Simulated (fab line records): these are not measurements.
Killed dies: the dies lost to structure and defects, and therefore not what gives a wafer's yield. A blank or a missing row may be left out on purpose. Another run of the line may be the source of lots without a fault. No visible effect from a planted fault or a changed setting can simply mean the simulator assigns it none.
Chamber matching / flow nand harc / NHARC_A_CONTACT_ETCH_91 on rie diel-07: 4 sister chambers
The step etches the open film in CH3F/O2, target depth 40 nm, time 85.7 s. 8 wafers are shown with their chamber, then 11 later ones without.

## EACH WAFER AND ITS CHAMBER
wafer=L086.5; chamber=2; showerhead plenum p Torr (Torr)=2.48; drypump motor current A (A)=5.85
wafer=L090.1; chamber=3; showerhead plenum p Torr (Torr)=2.48; drypump motor current A (A)=5.56
wafer=L090.2; chamber=0; showerhead plenum p Torr (Torr)=2.35; drypump motor current A (A)=5.82
wafer=L090.4; chamber=1; showerhead plenum p Torr (Torr)=2.33; drypump motor current A (A)=5.86
wafer=L089.1; chamber=1; showerhead plenum p Torr (Torr)=2.33; drypump motor current A (A)=5.84
wafer=L089.4; chamber=3; showerhead plenum p Torr (Torr)=2.48; drypump motor current A (A)=5.56
wafer=L089.5; chamber=2; showerhead plenum p Torr (Torr)=2.48; drypump motor current A (A)=5.84
wafer=L093.1; chamber=0; showerhead plenum p Torr (Torr)=2.34; drypump motor current A (A)=5.85

## WAFERS WHOSE CHAMBER IS MISSING
wafer=L093.2; showerhead plenum p Torr (Torr)=2.32; drypump motor current A (A)=5.88
wafer=L093.3; showerhead plenum p Torr (Torr)=2.48; drypump motor current A (A)=5.84
wafer=L094.1; showerhead plenum p Torr (Torr)=2.48; drypump motor current A (A)=5.57
wafer=L094.3; showerhead plenum p Torr (Torr)=2.34; drypump motor current A (A)=5.85
wafer=L094.5; showerhead plenum p Torr (Torr)=2.34; drypump motor current A (A)=5.85
wafer=L097.1; showerhead plenum p Torr (Torr)=2.32; drypump motor current A (A)=5.88
wafer=L097.2; showerhead plenum p Torr (Torr)=2.48; drypump motor current A (A)=5.85
wafer=L097.3; showerhead plenum p Torr (Torr)=2.34; drypump motor current A (A)=5.84
wafer=L095.2; showerhead plenum p Torr (Torr)=2.32; drypump motor current A (A)=5.89
wafer=L095.4; showerhead plenum p Torr (Torr)=2.48; drypump motor current A (A)=5.55
wafer=L095.5; showerhead plenum p Torr (Torr)=2.48; drypump motor current A (A)=5.83

## CHAMBER TAKEN BY EACH
wafer=L093.2; from the rows above=1; in truth=1
wafer=L093.3; from the rows above=2; in truth=2
wafer=L094.1; from the rows above=3; in truth=3
wafer=L094.3; from the rows above=can't be placed: 0 or 1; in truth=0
wafer=L094.5; from the rows above=can't be placed: 0 or 1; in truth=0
wafer=L097.1; from the rows above=1; in truth=1
wafer=L097.2; from the rows above=2; in truth=2
wafer=L097.3; from the rows above=can't be placed: 0 or 1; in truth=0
wafer=L095.2; from the rows above=1; in truth=1
wafer=L095.4; from the rows above=3; in truth=3
wafer=L095.5; from the rows above=2; in truth=2
8 of 11 placed correctly. Unplaceable from these rows: 3, with the true chamber sitting among the candidates in 3. 0 placed wrongly.
How it was worked out, from the rows above alone: a wafer's distance from a chamber is the root of the sum, over the readings, of the square of ((its reading less the chamber's mean) divided by the reading's scatter). The wafer belongs to the nearest chamber; if the next one is less than 2 further off, it can't be placed. Each chamber's mean is taken over the wafers shown for it. The scatter: the root of (the sum of the squares of (reading less its chamber's mean) over the shown wafers, divided by (wafers less chambers)).
